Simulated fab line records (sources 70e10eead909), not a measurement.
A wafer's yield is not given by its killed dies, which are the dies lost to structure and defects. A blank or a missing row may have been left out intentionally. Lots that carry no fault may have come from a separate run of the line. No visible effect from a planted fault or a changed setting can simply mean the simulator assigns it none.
What tool caused it?	flow nand harc	24 lots, 72 wafers sampled, at 6 steps of a route of 1159

== WHAT EACH GAUGE READ, for each wafer ==
NHARC_A_START_INSPECT_01.
lot	measured	on	raw defect count
L074	day 6 07:27	defect inspect-02	5 2 4
L075	day 6 08:14	defect inspect-01	3 7 4
L076	day 7 06:17	defect inspect-01	6 3 1
L077	day 7 06:35	defect inspect-02	3 6 5
L079	day 7 21:10	defect inspect-01	3 1 4
L078	day 7 21:56	defect inspect-02	7 8 3
L080	day 8 03:26	defect inspect-01	2 4 2
L081	day 8 11:25	defect inspect-02	4 4 3
L082	day 8 12:31	defect inspect-01	6 3 2
L083	day 8 19:16	defect inspect-02	7 2 7
L084	day 8 19:37	defect inspect-01	8 2 4
L087	day 9 22:04	defect inspect-02	4 2 3
L086	day 9 22:37	defect inspect-02	0 3 3
L085	day 9 22:58	defect inspect-01	4 3 2
L088	day 10 02:04	defect inspect-02	5 2 3
L089	day 10 08:47	defect inspect-01	1 6 4
L091	day 10 17:23	defect inspect-02	8 6 3
L090	day 10 20:41	defect inspect-02	6 7 4
L092	day 10 22:22	defect inspect-01	3 4 3
L093	day 11 06:06	defect inspect-01	2 2 2
L094	day 11 15:37	defect inspect-02	2 4 3
L096	day 11 16:28	defect inspect-02	4 3 2
L095	day 11 17:35	defect inspect-02	3 4 2
L097	day 12 04:25	defect inspect-02	5 1 3

== WHAT TOOL EACH LOT RAN ON (gives the tool, then ch and the chambers of the sampled wafers, and finally the start) ==
lot	NHARC_P_M1_STRIP_18	NHARC_P_M1_ETCH_28	NHARC_P_M1_DEGAS_29	NHARC_P_M1_PVD_21	NHARC_P_M2_STRIP_18
L074	rie diel-06 ch 0,1,3, day 5 19:35	rie diel-06 ch 0,1,2, day 5 20:12 or earlier	pvd sputter-03, day 5 20:12	pvd sputter-03, day 5 23:58 or earlier	rie diel-01 ch 0,1,3, day 5 23:58
L075	rie diel-05 ch 0,2, day 5 20:58	rie diel-05 ch 1,2,3, day 5 21:37 or earlier	pvd sputter-02, day 5 21:37	pvd sputter-02, day 6 00:59 or earlier	rie diel-04 ch 1,2,3, day 6 00:59
L076	rie diel-10 ch 2,3, day 6 18:47	rie diel-10 ch 0,2,3, day 6 19:25 or earlier	pvd sputter-01, day 6 19:25	pvd sputter-01, day 6 23:04 or earlier	rie diel-04 ch 1,2,3, day 6 23:04
L077	rie diel-06 ch 1,2,3, day 6 19:02	rie diel-06 ch 1,2,3, day 6 19:40 or earlier	pvd sputter-02, day 6 19:40	pvd sputter-02, day 6 23:08 or earlier	rie diel-11 ch 0,1,2, day 6 23:08
L079	rie diel-10 ch 0,1, day 7 09:21	rie diel-10 ch 0,2,3, day 7 09:58 or earlier	pvd sputter-02, day 7 09:58	pvd sputter-02, day 7 13:31 or earlier	rie diel-04 ch 0,1, day 7 13:31
L078	rie diel-10 ch 0,1, day 7 09:50	rie diel-10 ch 2,3, day 7 10:29 or earlier	pvd sputter-01, day 7 10:29	pvd sputter-01, day 7 14:15 or earlier	rie diel-11 ch 0,1, day 7 14:15
L080	rie diel-06 ch 1,2,3, day 7 15:22	rie diel-06 ch 0,1,3, day 7 16:00 or earlier	pvd sputter-02, day 7 16:00	pvd sputter-02, day 7 19:51 or earlier	rie diel-04 ch 0,1,2, day 7 19:51
L081	rie diel-06 ch 0,2,3, day 8 00:07	rie diel-06 ch 0,1, day 8 00:42 or earlier	pvd sputter-02, day 8 00:42	pvd sputter-02, day 8 04:08 or earlier	rie diel-11 ch 2,3, day 8 04:08
L082	rie diel-06 ch 1,2, day 8 01:04	rie diel-06 ch 0,2,3, day 8 01:43 or earlier	pvd sputter-03, day 8 01:43	pvd sputter-03, day 8 05:17 or earlier	rie diel-11 ch 0,1,3, day 8 05:17
L083	rie diel-10 ch 0,2,3, day 8 07:46	rie diel-10 ch 0,1,2, day 8 08:22 or earlier	pvd sputter-01, day 8 08:22	pvd sputter-01, day 8 11:53 or earlier	rie diel-04 ch 1,2,3, day 8 11:53
L084	rie diel-05 ch 0,2,3, day 8 07:54	rie diel-05 ch 0,1,3, day 8 08:31 or earlier	pvd sputter-03, day 8 08:31	pvd sputter-03, day 8 12:13 or earlier	rie diel-01 ch 0,1,3, day 8 12:13
L087	rie diel-05 ch 1,2,3, day 9 10:19	rie diel-05 ch 0,2,3, day 9 10:58 or earlier	pvd sputter-03, day 9 10:58	pvd sputter-03, day 9 14:39 or earlier	rie diel-04 ch 0,1,3, day 9 14:39
L086	rie diel-10 ch 1,2,3, day 9 10:40	rie diel-10 ch 0,1,3, day 9 11:17 or earlier	pvd sputter-02, day 9 11:17	pvd sputter-02, day 9 15:20 or earlier	rie diel-04 ch 1,2,3, day 9 15:20
L085	rie diel-05 ch 0,2, day 9 10:55	rie diel-05 ch 0,2,3, day 9 11:32 or earlier	pvd sputter-01, day 9 11:32	pvd sputter-01, day 9 15:39 or earlier	rie diel-11 ch 1,2,3, day 9 15:39
L088	rie diel-10 ch 1,2,3, day 9 14:35	rie diel-10 ch 0,1,3, day 9 15:14 or earlier	pvd sputter-03, day 9 15:14	pvd sputter-03, day 9 18:47 or earlier	rie diel-04 ch 0,1,3, day 9 18:47
L089	rie diel-06 ch 0,1,3, day 9 21:24	rie diel-06 ch 2,3, day 9 21:59 or earlier	pvd sputter-02, day 9 21:59	pvd sputter-01, day 9 22:15	rie diel-04 ch 0,3, day 10 01:38
L091	rie diel-05 ch 0,1,3, day 10 05:13	rie diel-05 ch 0,3, day 10 06:12 or earlier	pvd sputter-03, day 10 06:12	pvd sputter-03, day 10 09:44 or earlier	rie diel-11 ch 0,2,3, day 10 09:44
L090	rie diel-05 ch 0,2, day 10 09:11	rie diel-05 ch 1,3, day 10 09:51 or earlier	pvd sputter-03, day 10 09:51	pvd sputter-03, day 10 13:24 or earlier	rie diel-11 ch 1,2, day 10 13:24
L092	rie diel-06 ch 0,1,3, day 10 11:04	rie diel-06 ch 0,1,3, day 10 11:42 or earlier	pvd sputter-01, day 10 11:42	pvd sputter-01, day 10 15:09 or earlier	rie diel-04 ch 0,1, day 10 15:09
L093	rie diel-10 ch 2,3, day 10 18:50	rie diel-10 ch 0,1,2, day 10 19:29 or earlier	pvd sputter-01, day 10 19:29	pvd sputter-01, day 10 23:04 or earlier	rie diel-11 ch 1,2,3, day 10 23:04
L094	rie diel-05 ch 2,3, day 11 04:21	rie diel-05 ch 0,1,3, day 11 04:59 or earlier	pvd sputter-02, day 11 04:59	pvd sputter-02, day 11 08:25 or earlier	rie diel-11 ch 0,1,3, day 11 08:25
L096	rie diel-05 ch 0,1,2, day 11 05:02	rie diel-05 ch 0,2,3, day 11 05:38 or earlier	pvd sputter-03, day 11 05:38	pvd sputter-03, day 11 09:10 or earlier	rie diel-04 ch 1,3, day 11 09:10
L095	rie diel-05 ch 0,2,3, day 11 05:35	rie diel-05 ch 1,2,3, day 11 06:10 or earlier	pvd sputter-01, day 11 06:10	pvd sputter-01, day 11 09:46 or earlier	rie diel-04 ch 0,1,2, day 11 09:46
L097	rie diel-05 ch 2,3, day 11 17:10	rie diel-05 ch 0,2,3, day 11 17:48 or earlier	pvd sputter-01, day 11 17:48	pvd sputter-01, day 11 21:16 or earlier	rie diel-04 ch 2,3, day 11 21:16
- NHARC_P_M1_STRIP_18: strips in N2/H2.
- NHARC_P_M1_ETCH_28: etches the open film in CF4/N2, target depth 30 nm, time 72.99 s.
- NHARC_P_M1_DEGAS_29: time 60 s.
- NHARC_P_M1_PVD_21: deposits Cu, target thk 30 nm, time 20.49 s.
- NHARC_P_M2_STRIP_18: strips in N2/H2.

== WHAT THE TOOLS THEMSELVES READ (means of the sampled wafers that have a number; where no wafer has one, the mark that the record gives instead) ==
NHARC_P_M1_STRIP_18.
lot	tool	drypump motor current A (A)	oes product au (a.u.)	rf vpp V (V)	showerhead plenum p Torr (Torr)	throttle valve pct (%)
L074	rie diel-06	5.6	0.999	90.1	1.98	14.178
L075	rie diel-05	5.3	1.004	91.2	2.11	14.173
L076	rie diel-10	5.7	0.995	92.4	2.10	14.179
L077	rie diel-06	5.6	1.002	89.6	1.92	14.169
L079	rie diel-10	5.0	0.997	91.5	2.14	14.173
L078	rie diel-10	5.0	0.993	91.4	2.14	14.171
L080	rie diel-06	5.5	1.001	88.9	1.91	14.172
L081	rie diel-06	5.5	1.003	90.1	1.99	14.176
L082	rie diel-06	5.9	0.998	90.3	1.91	14.168
L083	rie diel-10	5.6	0.993	90.3	2.07	14.179
L084	rie diel-05	5.4	1.004	90.4	2.08	14.181
L087	rie diel-05	5.5	1.008	90.4	2.04	14.176
L086	rie diel-10	5.5	1.003	91.3	2.11	14.171
L085	rie diel-05	5.3	1.004	90.9	2.11	14.168
L088	rie diel-10	5.5	0.994	91.0	2.11	14.161
L089	rie diel-06	5.6	1.000	90.1	1.97	14.164
L091	rie diel-05	5.4	1.014	91.3	2.07	14.160
L090	rie diel-05	5.4	1.009	90.7	2.09	14.168
L092	rie diel-06	5.7	0.992	90.6	1.97	14.180
L093	rie diel-10	5.7	0.991	92.0	2.09	14.175
L094	rie diel-05	5.5	1.005	90.8	2.05	14.165
L096	rie diel-05	5.4	1.003	90.8	2.07	14.173
L095	rie diel-05	5.4	1.011	91.3	2.08	14.170
L097	rie diel-05	5.5	1.014	90.4	2.05	14.159

NHARC_P_M1_ETCH_28.
lot	tool	drypump motor current A (A)	oes product au (a.u.)	rf vpp V (V)	showerhead plenum p Torr (Torr)	throttle valve pct (%)
L074	rie diel-06	5.9	0.989	312.8	2.57	19.795
L075	rie diel-05	5.5	0.997	314.4	2.63	19.797
L076	rie diel-10	5.6	0.998	314.6	2.67	19.794
L077	rie diel-06	5.6	1.001	311.5	2.48	19.791
L079	rie diel-10	5.6	0.995	314.7	2.67	19.794
L078	rie diel-10	5.9	0.996	315.0	2.65	19.798
L080	rie diel-06	5.6	0.991	312.7	2.55	19.805
L081	rie diel-06	5.9	0.982	314.0	2.64	19.801
L082	rie diel-06	5.5	0.983	312.9	2.57	19.797
L083	rie diel-10	5.4	0.989	315.7	2.69	19.792
L084	rie diel-05	5.4	1.007	314.4	2.66	19.801
L087	rie diel-05	5.4	1.013	315.0	2.68	19.791
L086	rie diel-10	5.2	0.989	316.4	2.73	19.795
L085	rie diel-05	5.4	1.006	313.9	2.68	19.798
L088	rie diel-10	5.1	0.987	315.2	2.73	19.793
L089	rie diel-06	5.4	1.001	311.6	2.49	19.795
L091	rie diel-05	5.3	1.008	315.9	2.71	19.792
L090	rie diel-05	5.5	1.005	313.4	2.62	19.794
L092	rie diel-06	5.6	0.995	313.1	2.55	19.799
L093	rie diel-10	5.4	0.989	315.1	2.68	19.798
L094	rie diel-05	5.4	1.008	315.0	2.66	19.793
L096	rie diel-05	5.4	1.022	314.9	2.68	19.796
L095	rie diel-05	5.5	1.011	314.3	2.63	19.787
L097	rie diel-05	5.4	1.015	315.4	2.67	19.795

NHARC_P_M1_DEGAS_29.
lot	tool	heater power w (W)
L074	pvd sputter-03	324
L075	pvd sputter-02	316
L076	pvd sputter-01	323
L077	pvd sputter-02	323
L079	pvd sputter-02	315
L078	pvd sputter-01	334
L080	pvd sputter-02	326
L081	pvd sputter-02	321
L082	pvd sputter-03	331
L083	pvd sputter-01	349
L084	pvd sputter-03	321
L087	pvd sputter-03	329
L086	pvd sputter-02	324
L085	pvd sputter-01	341
L088	pvd sputter-03	323
L089	pvd sputter-02	316
L091	pvd sputter-03	333
L090	pvd sputter-03	323
L092	pvd sputter-01	357
L093	pvd sputter-01	298
L094	pvd sputter-02	306
L096	pvd sputter-03	325
L095	pvd sputter-01	384
L097	pvd sputter-01	339

NHARC_P_M1_PVD_21.
lot	tool	cathode dc power W (W)	throttle valve pct (%)
L074	pvd sputter-03	5000.0	29.8
L075	pvd sputter-02	4999.3	29.3
L076	pvd sputter-01	4999.9	29.8
L077	pvd sputter-02	5000.2	28.9
L079	pvd sputter-02	4999.9	29.6
L078	pvd sputter-01	4999.8	29.2
L080	pvd sputter-02	4999.4	29.0
L081	pvd sputter-02	4999.5	28.3
L082	pvd sputter-03	5000.3	29.8
L083	pvd sputter-01	4998.9	29.8
L084	pvd sputter-03	4999.7	30.2
L087	pvd sputter-03	5000.3	29.8
L086	pvd sputter-02	5000.2	29.5
L085	pvd sputter-01	4999.4	29.3
L088	pvd sputter-03	4999.0	29.9
L089	pvd sputter-01	5000.3	29.7
L091	pvd sputter-03	5001.0	30.4
L090	pvd sputter-03	5000.0	30.4
L092	pvd sputter-01	4999.8	29.6
L093	pvd sputter-01	5000.1	29.4
L094	pvd sputter-02	5000.0	29.2
L096	pvd sputter-03	4999.1	29.8
L095	pvd sputter-01	5000.3	29.9
L097	pvd sputter-01	5000.0	29.6

NHARC_P_M2_STRIP_18.
lot	tool	drypump motor current A (A)	oes product au (a.u.)	rf vpp V (V)	showerhead plenum p Torr (Torr)	throttle valve pct (%)
L074	rie diel-01	5.4	1.004	91.8	2.02	14.167
L075	rie diel-04	5.8	1.014	90.6	2.04	14.179
L076	rie diel-04	5.7	1.006	90.6	2.04	14.175
L077	rie diel-11	5.5	0.995	91.0	2.06	14.170
L079	rie diel-04	5.8	0.995	90.5	1.97	14.169
L078	rie diel-11	5.2	1.003	92.3	2.04	14.168
L080	rie diel-04	5.6	1.001	90.5	2.07	14.182
L081	rie diel-11	5.8	0.997	91.7	2.11	14.178
L082	rie diel-11	5.4	0.997	90.8	2.00	14.171
L083	rie diel-04	5.7	0.996	90.4	2.04	14.166
L084	rie diel-01	5.4	0.997	92.4	2.13	14.173
L087	rie diel-04	5.5	0.994	90.8	2.02	14.182
L086	rie diel-04	5.7	1.005	90.1	2.04	14.171
L085	rie diel-11	5.5	0.995	91.8	2.09	14.175
L088	rie diel-04	5.5	1.004	90.6	2.02	14.170
L089	rie diel-04	5.2	1.004	90.9	2.09	14.180
L091	rie diel-11	5.7	0.986	90.4	2.01	14.160
L090	rie diel-11	5.3	1.013	90.7	2.13	14.176
L092	rie diel-04	5.8	0.998	90.4	1.97	14.171
L093	rie diel-11	5.6	0.993	91.3	2.09	14.172
L094	rie diel-11	5.4	0.994	91.4	2.00	14.183
L096	rie diel-04	5.9	0.996	90.1	1.94	14.170
L095	rie diel-04	5.6	1.001	91.1	2.07	14.167
L097	rie diel-04	5.4	0.993	90.4	2.08	14.171

== THE ANSWER, worked out from the rows above alone ==
Rule: the lots themselves supply what counts as usual. The widest of any qualifying gaps counts: lots, ordered by their means at a reading, are off when they make up no more than a third of the lots, leave a main group of 4 or more, and stand apart from it by 3 or more times the standard deviation of that group's means. A main group whose means are all the same, to the digits that the tables above print for the reading, isn't used. Also off: a lot with no number at a reading for which 4 or more lots have one. The other lots that the step has rows for count as sound. After the gauges, taken in route order, come the tools' own readings; for these a lot's mean is taken, as printed above. The first step at which some lot is off is used, and at that step the reading that is off furthest; a lot without a number counts as furthest.
None of the lots is off at any reading shown; this tells nothing.

== WHAT THE SIMULATOR HAD PUT IN ==
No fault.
